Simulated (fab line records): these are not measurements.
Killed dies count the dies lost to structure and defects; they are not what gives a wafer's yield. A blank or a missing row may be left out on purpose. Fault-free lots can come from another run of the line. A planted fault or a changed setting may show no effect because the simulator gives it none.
fab line records ; flow nandHarc
[record] lots = 7; wafers = 21; lastDay = 33
route steps=1302 shown P_GATE@144
lots that met no fault: from a run of the same line without faults
startH: hours from the record's first day to the start of the lot's first wafer shown ; waitH: hours from the lot's prior step to this one ; " the same as in the row above ; L1.1+2: a row that stands for several wafers ; - no value present, or no start provided ; * or withheld: withheld ; < > ~ a bound
route shown NAME@n: a module of which the file shows steps, and the number in the route of the first ; usual: mean/standard deviation taken from wafers without a fault ; same: alike in all rows ; chamber/n: place in a boat ; sites: each site's reading ; _std_site: standard deviation across them ; _edge_site: outer sites' mean less inner sites' ; radiusMm: for every site, how far away it sits from the centre of the wafer ; mask NAME#n: copy n ; behind: the tool/chamber that last shaped the wafer ; hold: cause of the lot's hold/its duration in hours/its outcome ; device: transistor that didn't switch, given as n, p or np ; end of line: at the end of the route, the tests of the same wafers ; a step with no rows: only its recipe ; killed: at the first sort, the dies lost to defects and structure; wafer yield is something else ; map: the dies of a wafer, with x for killed, . for not killed, _ for no die there
set.NAME: the setting that was run; set.NAME@STEP: the one run at that earlier step ; model.NAME: the simulator's own value behind a step, which no gauge read
lots at selected steps of the route; one table per step, one row per wafer
services: a tool's chamber out of use, with start hour (startH, from the record's first day; less than 0 if before it), hours out, and reason
[[steps]]
[step NHARC_P_GATE_DESCUM_31]
[recipe] timeS = 3; o2FlowSccm = 200; arFlowSccm = 0; biasPowerW = 0; chemistry = O2
[usual] drypumpMotorCurrentA = 5.6/0.3; oesProductAu = 1.002/0.0068; rfVppV = 57.9/0.98; showerheadPlenumPTorr = 1.94/0.079; throttleValvePct = 11.312/0.009
lot.wafer;tool;chamber;startH;waitH;drypumpMotorCurrentA;oesProductAu;rfHoursCounterH;rfVppV;showerheadPlenumPTorr;throttleValvePct
L367.3;rieDiel-10;1;97.95;0.1;5.9;1.000;1;57.3;1.85;11.334
L367.4;rieDiel-10;3;97.95;0.1;5.6;1.000;0;58.2;1.81;11.315
L367.6;rieDiel-10;1;97.95;0.1;5.9;1.004;-;56.7;1.85;11.308
L369.3;rieDiel-12;3;111.86;0.1;5.3;1.005;0;59.0;2.03;11.317
L369.2;rieDiel-12;0;111.86;0.1;5.3;1.014;0;57.4;1.99;11.320
L369.6;rieDiel-12;2;111.86;0.1;5.4;1.007;-;56.8;1.97;11.312
L384.3;rieDiel-12;2;266.41;0.1;5.4;1.005;8;57.5;1.97;11.296
L384.2;rieDiel-12;3;266.41;0.1;5.3;1.009;9;58.0;2.03;11.305
L384.5;rieDiel-12;2;266.41;0.1;5.4;0.999;-;58.6;1.97;11.313
L386.2;rieDiel-02;1;282.28;0.1;5.6;0.995;4;57.3;1.98;11.324
L386.4;rieDiel-02;2;282.28;0.1;5.9;1.007;4;55.4;1.79;11.311
L386.3;rieDiel-02;0;282.28;0.1;5.5;0.999;5;57.7;2.00;11.309
L385.3;rieDiel-10;0;282.58;0.1;6.0;1.016;1;56.4;1.95;11.305
L385.2;rieDiel-10;1;282.58;0.1;5.9;0.996;1;58.0;1.84;11.306
L385.1;rieDiel-10;2;282.58;0.1;5.3;1.001;1;57.7;1.91;11.318
L390.3;rieDiel-02;1;322.00;0.1;5.6;1.000;7;58.0;1.98;11.305
L390.4;rieDiel-02;2;322.00;0.1;5.9;1.006;6;58.2;1.79;11.301
L390.1;rieDiel-02;3;322.00;0.1;5.1;1.002;6;58.6;2.00;11.320
L389.1;rieDiel-12;0;322.63;0.1;5.2;1.000;3;58.2;1.99;11.312
L389.3;rieDiel-12;2;322.63;0.1;5.4;1.006;2;57.5;1.97;11.324
L389.5;rieDiel-12;0;322.63;0.1;5.3;1.009;-;58.5;1.99;11.297
[step NHARC_P_GATE_ETCH_104]
[recipe] targetDepthA = 600; timeS = withheld; cf4FlowSccm = 100; chf3FlowSccm = 30; arFlowSccm = 0; rfW = 500; biasW = 200; chemistry = CF4/CHF3
[step NHARC_P_GATE_HM_OPEN_105]
[recipe] targetDepthA = 3600; o2FlowSccm = 400; cosFlowSccm = 20; arFlowSccm = 0; rfW = 500; biasW = 300; chemistry = O2/COS
[usual] drypumpMotorCurrentA = 5.6/0.3; oesProductAu = 1.001/0.0073; rfVppV = 468.2/2.9; showerheadPlenumPTorr = 3.17/0.12; throttleValvePct = 28.331/0.0094
lot.wafer;tool;chamber;startH;waitH;drypumpMotorCurrentA;oesProductAu;rfHoursCounterH;rfVppV;showerheadPlenumPTorr;throttleValvePct
L367.4;rieDiel-10;2;-;-;5.3;0.984;0;468.5;3.13;28.324
L367.3;rieDiel-10;1;-;-;5.9;1.002;1;463.5;3.02;28.335
L367.6;rieDiel-10;2;-;-;5.3;0.988;-;465.7;3.13;28.323
L369.2;rieDiel-12;1;-;-;6.0;0.998;1;468.8;3.17;28.316
L369.3;rieDiel-12;3;-;-;5.3;1.001;0;470.1;3.31;28.329
L369.6;rieDiel-12;0;-;-;5.3;0.996;-;468.6;3.24;28.324
L384.2;rieDiel-12;0;-;-;5.2;1.001;11;469.4;3.24;28.348
L384.3;rieDiel-12;3;-;-;5.3;0.996;9;470.2;3.30;28.325
L384.5;rieDiel-12;1;-;-;6.1;0.999;-;468.9;3.17;28.334
L386.4;rieDiel-02;1;-;-;5.6;1.002;4;469.0;3.22;28.337
L386.2;rieDiel-02;2;-;-;5.9;0.997;4;463.8;2.93;28.321
L386.3;rieDiel-02;3;-;-;5.2;1.004;4;468.9;3.26;28.333
L385.1;rieDiel-10;3;-;-;5.6;1.011;1;463.2;2.96;28.334
L385.2;rieDiel-10;0;-;-;5.9;1.017;1;468.9;3.18;28.330
L385.3;rieDiel-10;2;-;-;5.4;0.991;1;469.4;3.12;28.320
L390.3;rieDiel-02;2;-;-;5.9;0.995;6;462.6;2.93;28.347
L390.1;rieDiel-02;3;-;-;5.2;0.996;6;470.9;3.26;28.337
L390.4;rieDiel-02;0;-;-;5.5;1.001;7;472.1;3.26;28.333
L389.1;rieDiel-12;2;-;-;5.4;1.012;2;469.0;3.21;28.340
L389.3;rieDiel-12;0;-;-;5.3;1.005;3;470.0;3.23;28.342
L389.5;rieDiel-12;2;-;-;5.4;1.005;-;469.5;3.21;28.327
[step NHARC_P_GATE_STRIP_106]
[recipe] o2FlowSccm = 400; cosFlowSccm = 20; arFlowSccm = 0; biasW = 0; chemistry = O2/COS
[step NHARC_P_GATE_ETCH_114]
[recipe] targetDepthA = 300; overetchA = 30; timeS = 16.5; ionEnergyEv = 100; cf4FlowSccm = 80; o2FlowSccm = 20; arFlowSccm = 0; rfW = 300; biasW = 100; chemistry = CF4/O2
[usual] drypumpMotorCurrentA = 5.54/0.29; oes_f_703_au = 1.000/0.0044; oesProductAu = 1.001/0.0082; rfVppV = 198.3/1.4; showerheadPlenumPTorr = 1.36/0.051; throttleValvePct = 13.398/0.0088
lot.wafer;tool;chamber;startH;waitH;drypumpMotorCurrentA;oes_f_703_au;oesProductAu;rfHoursCounterH;rfVppV;showerheadPlenumPTorr;throttleValvePct
L367.4;rieDiel-10;1;-;-;5.86;1.002;1.012;1;197.1;1.29;13.418
L367.3;rieDiel-10;3;-;-;5.57;0.998;0.991;0;196.4;1.26;13.393
L367.6;rieDiel-10;1;-;-;5.87;0.998;1.000;-;197.2;1.29;13.393
L369.2;rieDiel-12;1;-;-;6.04;1.007;1.008;1;198.2;1.36;13.399
L369.3;rieDiel-12;2;-;-;5.39;0.996;1.017;1;200.4;1.38;13.402
L369.6;rieDiel-12;3;-;-;5.35;1.003;1.006;-;200.0;1.42;13.396
L384.3;rieDiel-12;1;-;-;6.06;1.003;1.004;9;198.8;1.35;13.407
L384.2;rieDiel-12;0;-;-;5.26;0.994;1.011;11;199.2;1.39;13.398
L384.5;rieDiel-12;2;-;-;5.39;1.004;1.007;-;198.2;1.38;13.407
L386.4;rieDiel-02;3;-;-;5.13;1.001;1.010;4;198.6;1.40;13.403
L386.2;rieDiel-02;0;-;-;5.55;1.004;1.008;5;198.3;1.40;13.395
L386.3;rieDiel-02;1;-;-;5.62;1.000;1.001;4;199.7;1.38;13.386
L385.2;rieDiel-10;1;-;-;5.87;1.001;1.007;1;197.5;1.29;13.404
L385.3;rieDiel-10;3;-;-;5.55;1.007;0.997;1;196.1;1.26;13.411
L385.1;rieDiel-10;0;-;-;5.92;1.003;1.014;1;198.5;1.36;13.394
L390.3;rieDiel-02;0;-;-;5.52;1.000;1.005;7;198.8;1.40;13.405
L390.1;rieDiel-02;1;-;-;5.63;0.998;0.992;7;198.8;1.38;13.389
L390.4;rieDiel-02;2;-;-;5.90;1.000;0.988;6;194.9;1.25;13.406
L389.1;rieDiel-12;1;-;-;6.08;0.997;0.989;2;199.1;1.35;13.409
L389.3;rieDiel-12;0;-;-;5.29;0.997;0.997;3;198.8;1.38;13.392
L389.5;rieDiel-12;2;-;-;5.40;0.998;1.005;-;200.4;1.37;13.389
[step NHARC_P_GATE_ETCH_32]
[recipe] targetDepthA = 1500; overEtchFrac = 1; overEtchIonEnergyEv = 40; timeS = 100.1; hbrFlowSccm = 150; cl2FlowSccm = 50; rfW = 400; icpW = 400; biasW = 100; chemistry = HBr/Cl2
[step NHARC_P_GATE_STRIP_108]
[recipe] o2FlowSccm = 500; arFlowSccm = 0; biasW = 0; chemistry = O2
[usual] drypumpMotorCurrentA = 5.6/0.31; oesProductAu = 1.003/0.0084; rfVppV = 58.0/0.92; showerheadPlenumPTorr = 3.59/0.12; throttleValvePct = 17.037/0.0093
lot.wafer;tool;chamber;startH;waitH;drypumpMotorCurrentA;oesProductAu;rfHoursCounterH;rfVppV;showerheadPlenumPTorr;throttleValvePct
L367.3;rieDiel-02;1;98.58;-;5.6;0.983;4.0;58.3;3.65;17.037
L367.4;rieDiel-02;3;98.58;-;5.2;1.006;4.1;58.5;3.69;17.039
L367.6;rieDiel-02;0;98.58;-;5.5;0.990;-;58.6;3.69;17.030
L369.2;rieDiel-02;3;112.48;-;5.1;0.996;4.4;58.1;3.69;17.025
L369.3;rieDiel-02;0;112.48;-;5.5;0.999;4.4;57.9;3.69;17.033
L369.6;rieDiel-02;3;112.48;-;5.1;0.995;-;58.9;3.69;17.031
L384.2;rieDiel-12;3;267.02;-;5.3;0.997;9.2;58.6;3.73;17.036
L384.3;rieDiel-12;0;267.02;-;5.2;1.010;10.6;58.8;3.66;17.032
L384.5;rieDiel-12;3;267.02;-;5.4;1.005;-;57.6;3.73;17.043
L386.3;rieDiel-12;3;282.92;-;5.3;1.003;0.1;58.4;3.73;17.029
L386.4;rieDiel-12;0;282.92;-;5.3;1.003;0.1;58.0;3.66;17.021
L386.2;rieDiel-12;1;282.92;-;6.1;0.997;0.1;59.0;3.58;17.041
L385.3;rieDiel-02;0;283.20;-;5.5;0.992;4.8;58.2;3.68;17.031
L385.1;rieDiel-02;2;283.20;-;5.9;0.997;4.1;58.1;3.31;17.040
L385.2;rieDiel-02;3;283.20;-;5.2;1.000;4.3;57.4;3.69;17.030
L390.4;rieDiel-10;3;322.62;-;5.6;1.009;3.8;56.8;3.34;17.046
L390.1;rieDiel-10;1;322.62;-;5.9;1.008;3.0;56.8;3.41;17.051
L390.3;rieDiel-10;2;322.62;-;5.3;0.995;3.2;56.5;3.53;17.046
L389.3;rieDiel-10;3;323.24;-;5.6;1.006;3.8;57.0;3.34;17.019
L389.1;rieDiel-10;0;323.24;-;5.9;0.991;3.6;56.3;3.60;17.035
L389.5;rieDiel-10;3;323.24;-;5.6;0.993;-;55.4;3.34;17.032
[step NHARC_P_GATE_CD_MEAS_33]
[usual] cdNm = 119.7/1.8
lot.wafer;tool;chamber;startH;waitH;cdNm
L367.3;cdSem-03;-;98.74;-;121.2
L367.4;cdSem-03;-;98.74;-;121.6
L367.6;cdSem-03;-;98.74;-;120.6
L369.2;cdSem-02;-;112.65;-;119.1
L369.3;cdSem-02;-;112.65;-;120.5
L369.6;cdSem-02;-;112.65;-;120.9
L384.2;cdSem-03;-;267.20;-;121.1
L384.3;cdSem-03;-;267.20;-;123.6
L384.5;cdSem-03;-;267.20;-;120.1
L386.2;cdSem-02;-;283.08;-;120.3
L386.3;cdSem-02;-;283.08;-;121.5
L386.4;cdSem-02;-;283.08;-;122.4
L385.1;cdSem-02;-;283.37;-;118.4
L385.2;cdSem-02;-;283.37;-;118.7
L385.3;cdSem-02;-;283.37;-;120.7
L390.1;cdSem-02;-;322.80;-;116.6
L390.3;cdSem-02;-;322.80;-;120.5
L390.4;cdSem-02;-;322.80;-;122.1
L389.1;cdSem-01;-;323.42;-;119.6
L389.3;cdSem-01;-;323.42;-;122.8
L389.5;cdSem-01;-;323.42;-;121.4
[step NHARC_P_GATE_STRIP_35]
[recipe] timeS = 600; tempC = 130; chemistry = SPM
[step NHARC_P_GATE_PRECLEAN_73]
[recipe] timeS = *; tempC = 50; bathAgeMin = 0; chemistry = SC1
[step NHARC_P_GATE_SRD_74]
[step NHARC_P_GATE_ALD_36]
[recipe] targetThkA = 200; pulseTimeS = 60; aldCycles = 223; tempC = 400; material = SiNx
[usual] heaterPowerW = 837/75; precursorPulseHeightRel = 1.002/0.019
lot.wafer;tool;chamber;startH;waitH;heaterPowerW;precursorPulseHeightRel
L367.4;aldSin-03;2;99.20;-;938;0.999
L367.3;aldSin-03;1;102.36;-;927;1.005
L367.6;aldSin-03;3;104.48;-;768;1.016
L369.3;aldSin-01;2;114.16;-;850;1.017
L369.2;aldSin-01;3;115.21;-;664;0.993
L369.6;aldSin-01;1;117.31;-;848;0.979
L384.3;aldSin-01;2;269.79;-;869;1.001
L384.2;aldSin-01;3;270.85;-;664;1.025
L384.5;aldSin-01;1;272.98;-;884;0.977
L386.4;aldSin-03;2;283.53;-;929;1.007
L386.2;aldSin-03;0;285.63;-;744;1.014
L386.3;aldSin-03;1;286.67;-;871;1.011
L385.1;aldSin-02;3;283.83;-;765;0.995
L385.3;aldSin-02;0;284.88;-;877;1.019
L385.2;aldSin-02;1;285.93;-;986;1.014
L390.3;aldSin-02;0;323.25;-;843;0.961
L390.1;aldSin-02;1;324.32;-;938;1.000
L390.4;aldSin-02;2;325.38;-;783;1.006
L389.1;aldSin-01;1;323.87;-;921;0.996
L389.3;aldSin-01;3;325.98;-;666;1.004
L389.5;aldSin-01;1;328.08;-;879;1.005
[step NHARC_P_GATE_ETCHBACK_37]
[recipe] targetDepthA = 345; timeS = 17.2; chf3FlowSccm = 50; o2FlowSccm = 10; arFlowSccm = 200; rfW = 500; biasW = 200; chemistry = CHF3/O2
[usual] biasW = 200.0/0.61; chamberPressureMTorr = 25.001/0.026; drypumpMotorCurrentA = 5.60/0.28; oesProductAu = 0.942/0.029; rfVppV = 370.9/2.3; showerheadPlenumPTorr = 2.41/0.096; throttleValvePct = 20.572/0.0091
lot.wafer;tool;chamber;startH;waitH;biasW;chamberPressureMTorr;drypumpMotorCurrentA;oesProductAu;rfHoursCounterH;rfVppV;showerheadPlenumPTorr;throttleValvePct
L367.4;rieDiel-10;2;108.71;-;200.6;25.004;5.31;0.920;0.6;371.1;2.41;20.556
L367.3;rieDiel-10;3;108.71;-;200.6;25.009;5.57;0.922;0.6;366.9;2.28;20.586
L367.6;rieDiel-10;3;108.71;-;200.8;24.971;5.57;0.927;-;367.0;2.28;20.573
L369.2;rieDiel-10;0;122.59;-;200.2;25.015;5.96;0.935;1.4;371.0;2.45;20.557
L369.3;rieDiel-10;3;122.59;-;199.6;25.030;5.60;0.907;1.4;367.4;2.28;20.565
L369.6;rieDiel-10;0;122.59;-;200.7;25.031;6.00;0.934;-;373.2;2.45;20.581
L384.2;rieDiel-10;0;277.22;-;-;-;-;-;-;-;-;-
L384.3;rieDiel-10;2;277.22;-;-;-;-;-;-;-;-;-
L384.5;rieDiel-10;1;277.22;-;-;-;-;-;-;-;-;-
L386.2;rieDiel-10;1;293.00;-;-;-;-;-;-;-;-;-
L386.3;rieDiel-10;2;293.00;-;-;-;-;-;-;-;-;-
L386.4;rieDiel-10;3;293.00;-;-;-;-;-;-;-;-;-
L385.3;rieDiel-02;1;293.29;-;-;-;-;-;-;-;-;-
L385.2;rieDiel-02;2;293.29;-;-;-;-;-;-;-;-;-
L385.1;rieDiel-02;3;293.29;-;-;-;-;-;-;-;-;-
L390.4;rieDiel-10;2;332.80;-;200.9;25.002;5.35;0.926;3.2;369.4;2.40;20.555
L390.1;rieDiel-10;3;332.80;-;199.6;25.005;5.59;0.931;3.8;368.2;2.27;20.551
L390.3;rieDiel-10;1;332.80;-;200.3;25.053;5.89;0.934;3.0;370.2;2.32;20.551
L389.1;rieDiel-12;2;333.36;-;199.9;25.056;5.41;0.934;2.4;371.6;2.47;20.581
L389.3;rieDiel-12;1;333.36;-;201.0;24.974;6.07;0.925;2.6;370.9;2.44;20.569
L389.5;rieDiel-12;2;333.36;-;200.5;25.010;5.41;0.940;-;372.5;2.47;20.575
[step NHARC_P_GATE_STRIP_101]
[recipe] timeS = 20; o2FlowSccm = 500; arFlowSccm = 0; biasW = 0; chemistry = O2
[[services]]
tool;chamber;startH;hours;kind
rieDiel-12;2;74.02;5.3;repair
aldSin-03;-;78.45;1.8;repair
rieDiel-12;-;91.46;9.0;pm
aldSin-01;1;100.45;4.0;repair
rieDiel-12;0;104.03;7.6;repair
aldSin-03;2;120.52;2.9;repair
aldSin-02;-;122.14;10.0;pm
aldSin-01;2;154.54;3.4;repair
rieDiel-10;1;157.19;7.7;repair
aldSin-03;-;170.66;10.0;pm
rieDiel-12;3;182.55;2.5;repair
rieDiel-02;0;184.27;3.9;repair
aldSin-01;2;184.70;11.7;repair
rieDiel-12;1;195.26;6.4;repair
rieDiel-02;-;216.70;9.0;pm
aldSin-03;3;242.39;14.2;repair
rieDiel-10;-;242.50;9.0;pm
aldSin-01;3;257.00;3.8;repair
aldSin-03;-;260.12;0.3;repair
aldSin-01;1;261.63;3.5;repair
rieDiel-12;-;268.46;9.0;pm
aldSin-02;-;300.14;10.0;pm
rieDiel-02;1;316.32;2.1;repair
rieDiel-10;-;321.63;0.4;repair
[[key]]
[firstSign] step = NHARC_P_GATE_ETCHBACK_37; reading = toolRecord; direction = missing
effect none on later readings
metAt NHARC_P_GATE_ETCHBACK_37
struckWafers L384.2,L384.3,L384.5,L385.1,L385.2,L385.3,L386.2,L386.3,L386.4
laterRowsLeftOut L384.2,L384.3,L384.5,L385.1,L385.2,L385.3,L386.2,L386.3,L386.4
sortLeftOut L384.2,L384.3,L384.5,L385.1,L385.2,L385.3,L386.2,L386.3,L386.4
testerLeftOut L384,L385,L386
onsetBetween 122.59 277.22
[fault] kind = skippedStepWhole; tool = rieDiel-02,rieDiel-10; chamber = -; onsetH = 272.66; steps = NHARC_P_GATE_ETCHBACK_37; scope = struckLotsOnly
// testerLeftOut: of these lots the tester's yield and bins aren't shown, on N5 and GAA mostly nor the transistor test; their killed dies are dies lost to structure and defects alone, not to doping, threshold or leakage, so they don't give the yield
// sortLeftOut: the simulated sort isn't trusted on such a fault, so these wafers' sort isn't shown, and their yield isn't known
// laterRowsLeftOut: the simulator's readings of these wafers behind a module that went badly wrong aren't trusted and aren't shown, but for the sort
